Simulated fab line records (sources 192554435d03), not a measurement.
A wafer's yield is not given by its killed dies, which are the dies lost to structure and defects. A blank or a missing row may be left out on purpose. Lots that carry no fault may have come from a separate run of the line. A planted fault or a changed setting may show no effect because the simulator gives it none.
Split-lot experiment | flow n5 finfet | 21 wafers read from 7 lots, route of 1938 steps

ABOUT THE SPLIT
At N5_BEOL_M10_PEB_26 (peb time 60 s), the setting peb time s was moved away from the recipe's 60 s on 5 of the 21 wafers read, by -22.3% to +22.4%. The other wafers ran this setting at the recipe's value.

FROM THE SPLIT ON TO THE READING: in between, the file shows 1 step
- N5_BEOL_M10_DEVELOP_27: develop time 30 s

THE READING
cd nm, in nm, at N5_BEOL_M10_CD_MEAS_28 (target cd 70 nm). A value of 70.0 nm with a standard deviation of 0.95 nm is what fault-free wafers of this fab line usually give.

wafer  | tool, chamber at the split | peb time s as run, s | against the recipe | cd nm, nm | against lot-mates on the recipe
L074.3 | litho track-03, 0          | 60                   | recipe             | 70.2      | -
L074.5 | litho track-03, 0          | 60                   | recipe             | 70.1      | -
L074.6 | litho track-03, 0          | 60                   | recipe             | 70.1      | -
L076.1 | litho track-02, 0          | 73.43                | +22.4%             | 78.0      | +9.1
L076.4 | litho track-02, 0          | 73.43                | +22.4%             | 79.1      | +10.2
L076.6 | litho track-02, 0          | 60                   | recipe             | 68.9      | -
L079.1 | litho track-02, 0          | 60                   | recipe             | 70.9      | -
L079.2 | litho track-02, 0          | 60                   | recipe             | 69.9      | -
L079.6 | litho track-02, 0          | 60                   | recipe             | 71.2      | -
L082.4 | litho track-05, 0          | 60                   | recipe             | 71.7      | -
L082.5 | litho track-05, 0          | 46.63                | -22.3%             | 59.2      | -12.5
L082.6 | litho track-05, 0          | 46.63                | -22.3%             | 59.8      | -11.9
L085.4 | litho track-03, 0          | 60                   | recipe             | 69.3      | -
L085.5 | litho track-03, 0          | 60                   | recipe             | 69.4      | -
L085.6 | litho track-03, 0          | 60                   | recipe             | 70.3      | -
L087.1 | litho track-02, 0          | 60                   | recipe             | 70.1      | -
L087.2 | litho track-02, 0          | 60                   | recipe             | 70.0      | -
L087.4 | litho track-02, 0          | 60                   | recipe             | 69.5      | -
L090.2 | litho track-03, 0          | 60                   | recipe             | 70.4      | -
L090.5 | litho track-03, 0          | 71.75                | +19.6%             | 77.5      | +7.7
L090.6 | litho track-03, 0          | 60                   | recipe             | 69.2      | -

FIT RESULTS
A straight line over all 21 wafers: cd nm changes by +0.421 nm for each +1% of peb time s; r = +0.98; the points scatter about the line by 0.83 nm.
The same after taking each lot's own level away (the mean of its wafers on the recipe; 21 wafers): +0.476 nm for each +1%; r = +0.99; scatter 0.75 nm.
The reading moves by 11 nm for the largest change in peb time s, on that fit.
Measured against the standard deviation above, the lots' own levels, which go from 68.90 to 71.70 nm, span 2.9 times it.
So the slope is not independent of the lot-to-lot level: the two fits are not the same.
Check: +10.7 nm against its lot-mates is what the line predicts for one of the wafers moved furthest among these (+22.4%) when that wafer is left out of the fit. It came out at +9.1 nm against them.

THE FILE'S OWN FIT
cd nm changes by +0.463 nm for each +1% of peb time s, r = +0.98.
